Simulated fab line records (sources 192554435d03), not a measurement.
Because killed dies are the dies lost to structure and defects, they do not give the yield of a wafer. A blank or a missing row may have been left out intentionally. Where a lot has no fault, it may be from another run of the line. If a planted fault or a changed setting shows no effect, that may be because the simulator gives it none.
fab line records	flow n5-finfet
record lots=6	wafers=18	last-day=17
route steps=1938 shown BEOL_M12@1631
lots that met no fault: from a run of the same line without faults
start-h: the number of hours between the record's first day and the start of the first shown wafer of the lot	wait-h: how many hours have passed since the lot's step before this one	" same as the row above	L1.1+2: one row covering several wafers at once	- no value present, or no start provided	* or withheld: withheld	< > ~ a bound
route shown NAME@n: names a module that has steps shown in the file, with the first one's number in the route	usual: average and standard deviation across the fault-free wafers	same: alike in all rows	chamber/n: place in a boat	sites: the reading at each site	_std_site: the values' standard deviation	_edge_site: mean of outer sites minus mean of inner sites	radius-mm: how far each site lies from the wafer's centre	mask NAME#n: copy n	behind: tool/chamber where the wafer was last shaped	hold: the reason the lot was held/the length of the hold in hours/how it ended	device: which transistor (n, p or np) failed to switch	end of line: the route-end tests of the same wafers	where a step has no rows: the recipe by itself	killed: dies that structure and defects cost at the first sort, which is not the same as the wafer's yield	map: the dies of a wafer, with x for killed, . for not killed, _ for no die there
set.NAME: the setting that was run; set.NAME@STEP: the one run at that earlier step	model.NAME: the simulator's own value behind a step, which no gauge read
certain route steps with their lots: each step a table, each wafer a row
services: the hour from which a tool's chamber was out of use, counted from the record's first day as start-h (under 0 if before that day), plus the number of hours and why
## steps
# step N5_BEOL_M12_HARDBAKE_32
# recipe temp-c=130	time-s=120
# step N5_BEOL_M12_CD_MEAS_28
# recipe target-cd-nm=160.2	landing-energy-ev=500	detector=se-inlens	polarity=opening
# usual cd-nm=159.8/1.6
lot.wafer	tool	chamber	start-h	wait-h	cd-nm
L199.3	cd-sem-03	0	261.70	-	159.3
L199.4	"	0	"	"	162.6
L199.5	"	0	"	"	159.3
L206.3	cd-sem-03	0	303.27	-	158.8
L206.4	"	0	"	"	158.6
L206.5	"	0	"	"	160.0
L207.1	cd-sem-02	0	318.38	-	160.8
L207.2	"	0	"	"	161.8
L207.3	"	0	"	"	159.9
L212.2	cd-sem-01	0	343.53	-	159.5
L212.5	"	0	"	"	161.1
L212.6	"	0	"	"	159.3
L215.1	cd-sem-02	0	346.04	-	158.3
L215.3	"	0	"	"	160.0
L215.4	"	0	"	"	160.7
L214.2	cd-sem-01	0	351.76	-	160.4
L214.3	"	0	"	"	158.9
L214.6	"	0	"	"	161.7
# step N5_BEOL_M12_OVL_MEAS_29
# recipe points-per-wafer=44
# usual M12_OVL=3/6.1
# same points-per-wafer=44
lot.wafer	tool	chamber	start-h	wait-h	M12_OVL[nm]
L199.3	overlay-01	0	261.73	0.0	4
L199.4	"	0	"	"	3
L199.5	"	0	"	"	7
L206.3	overlay-01	0	303.30	0.0	1
L206.4	"	0	"	"	-5
L206.5	"	0	"	"	-4
L207.1	overlay-01	0	318.41	0.0	4
L207.2	"	0	"	"	8
L207.3	"	0	"	"	9
L212.2	overlay-02	0	343.56	0.0	18
L212.5	"	0	"	"	22
L212.6	"	0	"	"	10
L215.1	overlay-02	0	346.07	0.0	4
L215.3	"	0	"	"	-2
L215.4	"	0	"	"	7
L214.2	overlay-01	0	351.79	0.0	0
L214.3	"	0	"	"	6
L214.6	"	0	"	"	-5
# step N5_BEOL_M12_INSPECT_30
# recipe mode=adi	inspect-instrument=macro
# usual raw-defect-count=2.0/1.5
lot.wafer	tool	chamber	start-h	wait-h	raw-defect-count
L199.3	defect-inspect-01	-	261.75	0.0	1
L199.4	"	-	"	"	0
L199.5	"	-	"	"	2
L206.3	defect-inspect-01	-	303.32	0.0	1
L206.4	"	-	"	"	2
L206.5	"	-	"	"	1
L207.1	defect-inspect-01	-	318.43	0.0	1
L207.2	"	-	"	"	0
L207.3	"	-	"	"	3
L212.2	defect-inspect-01	-	343.59	0.0	1
L212.5	"	-	"	"	3
L212.6	"	-	"	"	2
L215.1	defect-inspect-02	-	346.09	0.0	1
L215.3	"	-	"	"	3
L215.4	"	-	"	"	2
L214.2	defect-inspect-01	-	351.82	0.0	0
L214.3	"	-	"	"	0
L214.6	"	-	"	"	1
# step N5_BEOL_M12_DESCUM_33
# recipe chemistry=O2	time-s=7.9	source-power-w=50	bias-power-w=20	pressure-mtorr=20	rf-frequency-hz=2.712e+07	temp-c=40	o2-flow-sccm=225
# usual drypump-motor-current-A=5.9/0.41	oes-product-au=0.77/0.076	rf-fwd-power-W=49.40/0.21	rf-vpp-V=243.1/1.2	showerhead-plenum-p-Torr=2.08/0.061	temp-c=39.99/0.09	throttle-valve-pct=20.5/0.33
# same time-s=7.9
lot.wafer	tool	chamber	start-h	wait-h	drypump-motor-current-A	oes-product-au	rf-fwd-power-W	rf-hours-counter-h	rf-vpp-V	showerhead-plenum-p-Torr	temp-c	throttle-valve-pct
L199.3	rie-diel-06	2	261.84	0.1	5.3	0.71	49.49	223	243.2	2.07	40.15	20.3
L199.4	"	0	"	"	5.7	0.77	49.59	151	244.5	2.19	40.00	20.5
L199.5	"	3	"	"	5.3	0.80	49.21	-	243.4	2.13	39.87	20.5
L206.3	rie-diel-06	0	303.46	0.1	5.7	0.76	49.48	164	246.4	2.18	39.94	20.5
L206.4	"	2	"	"	5.3	0.70	49.50	237	242.5	2.06	40.00	20.4
L206.5	"	3	"	"	5.3	0.79	49.33	-	242.2	2.12	39.91	20.5
L207.1	rie-diel-03	3	318.60	0.2	6.3	0.80	49.82	125	242.3	2.00	40.10	20.0
L207.2	"	1	"	"	5.5	0.78	49.21	119	242.8	2.11	39.90	20.7
L207.3	"	2	"	"	5.4	0.69	49.62	227	240.8	2.03	39.81	20.1
L212.2	rie-diel-06	1	343.62	0.0	6.5	0.90	49.22	36	244.5	2.10	40.02	20.2
L212.5	"	1	"	"	6.5	0.89	49.15	-	244.6	2.10	40.01	20.2
L212.6	"	0	"	"	5.7	0.75	49.52	-	244.6	2.18	39.93	20.5
L215.1	rie-diel-01	3	346.14	0.0	6.1	0.91	49.48	19	242.7	2.07	39.86	20.6
L215.3	"	1	"	"	5.9	0.68	49.68	231	239.4	1.96	39.85	20.4
L215.4	"	1	"	"	6.0	0.67	49.49	-	241.4	1.96	39.80	20.4
L214.2	rie-diel-03	0	351.85	0.0	6.1	0.67	49.16	233	242.8	2.10	39.91	21.1
L214.3	"	2	"	"	5.4	0.69	49.54	237	242.1	2.03	40.02	20.1
L214.6	"	3	"	"	6.3	0.81	49.16	-	243.8	1.99	40.01	20.0
# step N5_BEOL_M12_ETCH_67
# recipe chemistry=CF4	target=SiARC	target-depth-a=1430	time-s=238.3	ion-energy-ev=80	pressure-mtorr=40	source-w=545	bias-w=36	Ar_flow_sccm=100	cf4-flow-sccm=100	ends=cleared
# usual drypump-motor-current-A=5.9/0.41	etch-rf-on-time-s=241/8.6	mfc-ar-sccm=99.97/0.28	oes-product-au=0.65/0.067	rf-fwd-power-W=543.3/1.7	rf-vpp-V=184.0/1	showerhead-plenum-p-Torr=2.14/0.054	throttle-valve-pct=15.69/0.22
lot.wafer	tool	chamber	start-h	wait-h	drypump-motor-current-A	etch-rf-on-time-s	mfc-ar-sccm	oes-product-au	rf-fwd-power-W	rf-hours-counter-h	rf-vpp-V	showerhead-plenum-p-Torr	throttle-valve-pct
L199.3	rie-diel-06	2	261.87	0.0	5.4	248	100.07	0.60	544.8	223	183.9	2.11	15.63
L199.4	"	0	"	"	5.7	234	99.54	0.65	543.9	151	185.2	2.24	15.77
L199.5	"	3	"	"	5.3	252	100.02	0.68	542.0	-	183.8	2.18	15.63
L206.3	rie-diel-06	0	303.50	0.0	5.7	236	100.51	0.64	545.4	164	184.7	2.24	15.79
L206.4	"	2	"	"	5.4	252	100.08	0.59	546.0	237	183.5	2.11	15.65
L206.5	"	3	"	"	5.3	254	100.13	0.65	544.3	-	183.8	2.17	15.67
L207.1	rie-diel-03	3	318.63	0.0	6.3	241	100.30	0.67	543.1	125	181.8	2.07	15.36
L207.2	"	1	"	"	5.5	241	99.97	0.66	542.3	119	182.5	2.16	15.90
L207.3	"	2	"	"	5.4	247	99.93	0.58	543.5	227	184.8	2.11	15.53
L212.2	rie-diel-06	1	343.66	0.0	6.5	237	100.20	0.75	542.6	36	185.7	2.18	15.53
L212.5	"	1	"	"	6.5	238	99.91	0.74	541.5	-	183.6	2.18	15.52
L212.6	"	0	"	"	5.7	234	99.90	0.63	546.1	-	183.6	2.23	15.83
L215.1	rie-diel-01	3	346.17	0.0	6.1	220	100.40	0.81	543.6	19	182.8	2.10	15.53
L215.3	"	1	"	"	6.0	246	100.05	0.57	542.6	231	183.6	2.03	15.75
L215.4	"	1	"	"	6.0	245	100.04	0.57	543.3	-	180.9	2.03	15.76
L214.2	rie-diel-03	0	351.89	0.0	6.1	230	100.16	0.59	542.1	233	183.3	2.12	16.05
L214.3	"	2	"	"	5.4	248	99.90	0.58	545.3	237	184.0	2.11	15.53
L214.6	"	3	"	"	6.3	239	100.13	0.66	543.5	-	183.6	2.07	15.36
# step N5_BEOL_M12_ETCH_68
# recipe chemistry=N2/H2	target=SOC	mask-material=SiARC	source-w=3000	bias-w=350	temp-c=40	time-s=285	ion-energy-ev=200	pressure-mtorr=30	n2-flow-sccm=200	h2-flow-sccm=200
# usual drypump-motor-current-A=5.9/0.41	h2-flow-sccm=200.0/0.64	oes-product-au=0.76/0.077	rf-fwd-power-W=2993/8.2	rf-vpp-V=523.5/2	showerhead-plenum-p-Torr=2.53/0.069	temp-c=40.00/0.11	throttle-valve-pct=17.78/0.18
# same time-s=285
lot.wafer	tool	chamber	start-h	wait-h	drypump-motor-current-A	h2-flow-sccm	oes-product-au	rf-fwd-power-W	rf-hours-counter-h	rf-vpp-V	showerhead-plenum-p-Torr	temp-c	throttle-valve-pct
L199.3	rie-diel-06	2	262.02	0.1	5.4	200.4	0.71	2985	223	522.7	2.52	40.07	17.78
L199.4	"	0	"	"	5.7	200.9	0.76	2993	151	526.9	2.63	40.06	17.64
L199.5	"	3	"	"	5.3	199.5	0.80	2993	-	524.8	2.57	39.90	17.70
L206.3	rie-diel-06	0	303.64	0.1	5.7	199.7	0.75	3010	164	526.6	2.63	39.84	17.67
L206.4	"	2	"	"	5.4	199.3	0.70	2989	237	523.9	2.52	39.92	17.83
L206.5	"	3	"	"	5.3	199.9	0.79	2994	-	525.3	2.56	39.92	17.72
L207.1	rie-diel-03	3	318.78	0.1	6.3	199.9	0.80	2992	125	521.3	2.44	39.95	17.41
L207.2	"	1	"	"	5.5	199.9	0.78	2987	119	525.2	2.57	40.09	17.98
L207.3	"	2	"	"	5.4	199.7	0.68	2989	227	523.1	2.53	39.98	17.82
L212.2	rie-diel-06	1	343.80	0.1	6.5	200.7	0.89	2994	36	525.2	2.59	40.18	17.80
L212.5	"	1	"	"	6.5	200.0	0.89	2983	-	525.0	2.59	40.14	17.79
L212.6	"	0	"	"	5.7	201.1	0.74	2999	-	526.7	2.62	39.95	17.68
L215.1	rie-diel-01	3	346.32	0.1	6.1	199.3	0.92	2989	19	522.7	2.49	39.82	17.74
L215.3	"	1	"	"	6.0	199.2	0.67	2971	231	520.2	2.38	40.05	17.67
L215.4	"	1	"	"	5.9	200.0	0.68	2990	-	521.1	2.38	40.07	17.66
L214.2	rie-diel-03	0	352.03	0.1	6.1	199.7	0.66	2992	233	522.2	2.47	40.05	17.97
L214.3	"	2	"	"	5.4	199.9	0.68	3003	237	522.6	2.53	40.12	17.82
L214.6	"	3	"	"	6.3	199.9	0.79	2982	-	520.9	2.44	39.93	17.44
# step N5_BEOL_M12_STRIP_69
# recipe chemistry=N2/H2	temp-c=40	n2-flow-sccm=200	h2-flow-sccm=200	rf-frequency-hz=6e+07
# step N5_BEOL_M12_TRENCH_ETCH_34
# recipe chemistry=C4F8/O2/Ar	target=SiOC	target-depth-a=3189.5	mask-material=SOC	pressure-mtorr=30	source-w=3000	bias-w=700	Ar_flow_sccm=400	C4F8_flow_sccm=15	O2_flow_sccm=8	he-inner-torr=15	he-outer-torr=30	time-s=125.5	ion-energy-ev=250
# usual drypump-motor-current-A=5.9/0.41	mfc-ar-sccm=400.0/1	oes-product-au=0.77/0.077	rf-fwd-power-W=2989/9.2	rf-vpp-V=664.9/2.4	showerhead-plenum-p-Torr=3.41/0.083	throttle-valve-pct=24.27/0.29
# same time-s=125.5
lot.wafer	tool	chamber	start-h	wait-h	drypump-motor-current-A	mfc-ar-sccm	oes-product-au	rf-fwd-power-W	rf-hours-counter-h	rf-vpp-V	showerhead-plenum-p-Torr	throttle-valve-pct
L199.3	rie-diel-06	2	262.20	0.0	5.4	398.6	0.72	2998	223	664.3	3.37	24.06
L199.4	"	0	"	"	5.8	400.1	0.77	2983	151	668.6	3.56	24.28
L199.5	"	3	"	"	5.3	399.7	0.81	2977	-	666.7	3.50	24.44
L206.3	rie-diel-06	0	303.83	0.0	5.7	400.5	0.76	2995	164	667.9	3.56	24.30
L206.4	"	2	"	"	5.4	398.7	0.71	2995	237	664.3	3.36	24.08
L206.5	"	3	"	"	5.3	400.4	0.80	3002	-	667.1	3.49	24.45
L207.1	rie-diel-03	3	318.96	0.0	6.3	398.4	0.80	2982	125	661.2	3.29	23.79
L207.2	"	1	"	"	5.5	398.1	0.76	2982	120	665.1	3.44	24.46
L207.3	"	2	"	"	5.4	402.2	0.68	3001	227	664.6	3.36	23.92
L212.2	rie-diel-06	1	343.98	0.0	6.5	399.4	0.88	3000	36	667.0	3.49	24.26
L212.5	"	1	"	"	6.5	399.3	0.88	2991	-	666.2	3.49	24.26
L212.6	"	0	"	"	5.8	399.0	0.74	2976	-	668.5	3.55	24.33
L215.1	rie-diel-01	3	346.50	0.0	6.1	400.8	0.91	2982	19	662.0	3.35	24.20
L215.3	"	1	"	"	6.0	398.2	0.68	3003	231	660.5	3.27	24.36
L215.4	"	1	"	"	5.9	398.7	0.68	2986	-	659.5	3.27	24.35
L214.2	rie-diel-03	0	352.21	0.0	6.1	400.2	0.67	2977	233	662.1	3.41	24.77
L214.3	"	2	"	"	5.4	401.0	0.68	2994	237	664.1	3.35	23.94
L214.6	"	3	"	"	6.3	399.8	0.80	2972	-	661.5	3.29	23.82
# step N5_BEOL_M12_STRIP_70
# recipe chemistry=C4F8/O2/Ar	resist=SiARC	rf-frequency-hz=6e+07
# step N5_BEOL_M12_OCD_MEAS_35
# usual trench-depth-nm=319/6.7
lot.wafer	tool	chamber	start-h	wait-h	trench-depth-nm
L199.3	ocd-02	-	262.36	0.0	314
L199.4	"	-	"	"	328
L199.5	"	-	"	"	319
L206.3	ocd-02	-	303.98	0.0	329
L206.4	"	-	"	"	313
L206.5	"	-	"	"	319
L207.1	ocd-01	-	319.11	0.0	327
L207.2	"	-	"	"	312
L207.3	"	-	"	"	312
L212.2	ocd-02	-	344.14	0.0	332
L212.5	"	-	"	"	326
L212.6	"	-	"	"	324
L215.1	ocd-02	-	346.66	0.0	322
L215.3	"	-	"	"	319
L215.4	"	-	"	"	321
L214.2	ocd-02	-	352.37	0.0	315
L214.3	"	-	"	"	315
L214.6	"	-	"	"	329
# step N5_BEOL_M12_STRIP_37
# recipe chemistry=N2/H2	power-w=1000	temp-c=250	h2-frac=0.65	overash-fraction=0.3	pressure-mtorr=withheld	n2-flow-sccm=1750	h2-flow-sccm=3250
# usual drypump-motor-current-A=5.3/0.33	h2-flow-sccm=3251/8.9	heater-power-w=329/44	oes-product-au=0.791/0.0099	temp-c=249.99/0.21
lot.wafer	tool	chamber	start-h	wait-h	drypump-motor-current-A	h2-flow-sccm	heater-power-w	oes-product-au	rf-hours-counter-h	temp-c
L199.3	plasma-asher-02	0	262.41	0.1	5.7	3262	347	0.811	-	250.05
L199.4	"	1	"	"	5.4	3267	264	0.791	-	250.04
L199.5	"	0	"	"	5.7	3253	356	0.793	-	250.05
L206.3	plasma-asher-02	0	304.04	0.1	5.7	3268	357	0.787	-	249.92
L206.4	"	1	"	"	5.4	3267	258	0.792	-	249.89
L206.5	"	1	"	"	5.4	3267	256	0.784	-	249.93
L207.1	plasma-asher-02	1	319.15	0.0	5.4	3262	267	0.792	80	249.93
L207.2	"	0	"	"	5.7	3250	346	0.796	80	249.52
L207.3	"	0	"	"	5.7	3249	359	0.803	-	249.90
L212.2	plasma-asher-01	0	344.18	0.0	5.0	3258	367	0.794	138	249.74
L212.5	"	1	"	"	4.9	3248	342	0.793	-	250.05
L212.6	"	0	"	"	4.9	3239	376	0.797	-	250.04
L215.1	plasma-asher-02	1	346.69	0.0	5.4	3249	260	0.794	89	250.04
L215.3	"	1	"	"	5.4	3232	262	0.793	-	250.04
L215.4	"	0	"	"	5.7	3268	356	0.805	-	250.05
L214.2	plasma-asher-01	0	352.41	0.0	4.9	3252	377	0.783	140	249.93
L214.3	"	0	"	"	4.9	3252	371	0.782	-	250.06
L214.6	"	1	"	"	4.9	3258	329	0.779	-	250.40
# step N5_BEOL_M12_ETCH_38
# recipe chemistry=CF4/N2	target=SiCN	target-depth-a=687	taper-deg=2	time-s=73.4	ion-energy-ev=150	mask-material=SiO2	pressure-mtorr=40	source-w=430	bias-w=70	Ar_flow_sccm=100	cf4-flow-sccm=60	n2-flow-sccm=60
# usual drypump-motor-current-A=6.0/0.39	mfc-ar-sccm=100.0/0.3	oes-product-au=0.76/0.088	rf-fwd-power-W=428.4/1.3	rf-vpp-V=381.9/1.5	showerhead-plenum-p-Torr=2.19/0.059	throttle-valve-pct=15.52/0.2
# same time-s=73.4
lot.wafer	tool	chamber	start-h	wait-h	drypump-motor-current-A	mfc-ar-sccm	oes-product-au	rf-fwd-power-W	rf-hours-counter-h	rf-vpp-V	showerhead-plenum-p-Torr	throttle-valve-pct	model.etch.depth-nm
L199.3	rie-diel-01	0	265.53	-	6.4	100.2	0.72	430.1	172	383.9	2.28	15.58	54.52
L199.4	"	0	"	"	6.4	100.2	0.72	427.7	-	383.8	2.28	15.59	54.38
L199.5	"	2	"	"	6.2	99.6	0.86	429.4	-	382.8	2.24	15.51	58.94
L206.3	rie-diel-01	2	310.55	-	6.2	99.6	0.83	429.0	79	383.2	2.23	15.57	58
L206.4	"	1	"	"	6.0	99.7	0.67	427.3	218	380.4	2.09	15.55	56.51
L206.5	"	1	"	"	6.0	99.5	0.67	427.4	-	380.0	2.09	15.56	56.35
L207.1	rie-diel-01	3	327.45	-	6.1	100.4	0.95	430.2	18	380.7	2.16	15.36	62.48
L207.2	"	1	"	"	5.9	100.2	0.67	424.9	222	380.1	2.09	15.57	56.24
L207.3	"	0	"	"	6.4	99.7	0.71	429.0	195	385.2	2.28	15.65	54.86
L212.2	rie-diel-01	3	346.04	-	6.1	99.8	0.95	429.8	19	382.1	2.16	15.35	63.26
L212.5	"	3	"	"	6.1	99.8	0.85	429.5	-	381.4	2.16	15.33	53.23
L212.6	"	2	"	"	6.2	99.8	0.81	427.6	-	384.2	2.23	15.60	58.88
L215.1	rie-diel-01	3	352.77	-	6.1	99.9	0.84	427.2	22	380.7	2.16	15.34	52.2
L215.3	"	1	"	"	5.9	100.4	0.65	428.6	234	380.3	2.08	15.56	55.06
L215.4	"	3	"	"	6.2	99.8	0.93	427.5	-	382.4	2.16	15.33	61.88
L214.2	rie-diel-03	3	357.61	-	6.3	99.8	0.78	427.9	137	380.0	2.13	15.18	58.5
L214.3	"	2	"	"	5.4	100.4	0.67	430.0	239	380.2	2.17	15.40	56.28
L214.6	"	2	"	"	5.4	100.1	0.67	426.4	-	382.1	2.17	15.37	56.32
# step N5_BEOL_M12_PRECLEAN_39
# recipe chemistry=residue-remover	time-s=60	temp-c=40
## services
tool	chamber	start-h	hours	kind
rie-diel-01	3	255.63	-	clean
rie-diel-01	3	255.63	-	consumable-replace:focus-ring
rie-diel-01	3	255.63	20.5	scheduled-down
rie-diel-01	3	255.63	20.5	vent-cycle
rie-diel-06	3	307.81	6.7	repair
plasma-asher-01	-	321.48	10.5	repair
rie-diel-01	3	330.01	15.9	repair
rie-diel-06	2	338.04	-	clean
rie-diel-06	2	338.04	-	consumable-replace:focus-ring
rie-diel-06	2	338.04	18.1	scheduled-down
rie-diel-06	2	338.04	18.1	vent-cycle
plasma-asher-02	-	340.56	5.3	repair
rie-diel-01	0	343.02	22.2	repair
## key
first-sign none at tools or gauges
model-effect step=N5_BEOL_M12_ETCH_38	value=etch.depth-nm	without=62.87	struck=52.71
met-at N5_BEOL_M12_ETCH_38
struck-wafers L212.5,L215.1
baseline-loss step=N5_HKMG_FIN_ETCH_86	wafers=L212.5
onset-between 327.45 346.04
fault kind=process-parameter-drift	tool=rie-diel-01	chamber=-	onset-h=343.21	steps=N5_BEOL_M12_ETCH_38	channel=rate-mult	offset=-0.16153	shape=step	end-h=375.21	scope=struck-wafers-only
# baseline-loss: these wafers lose ten dies or more at that step, a loss of the line's own and not of a fault; the sort's usual values leave them out
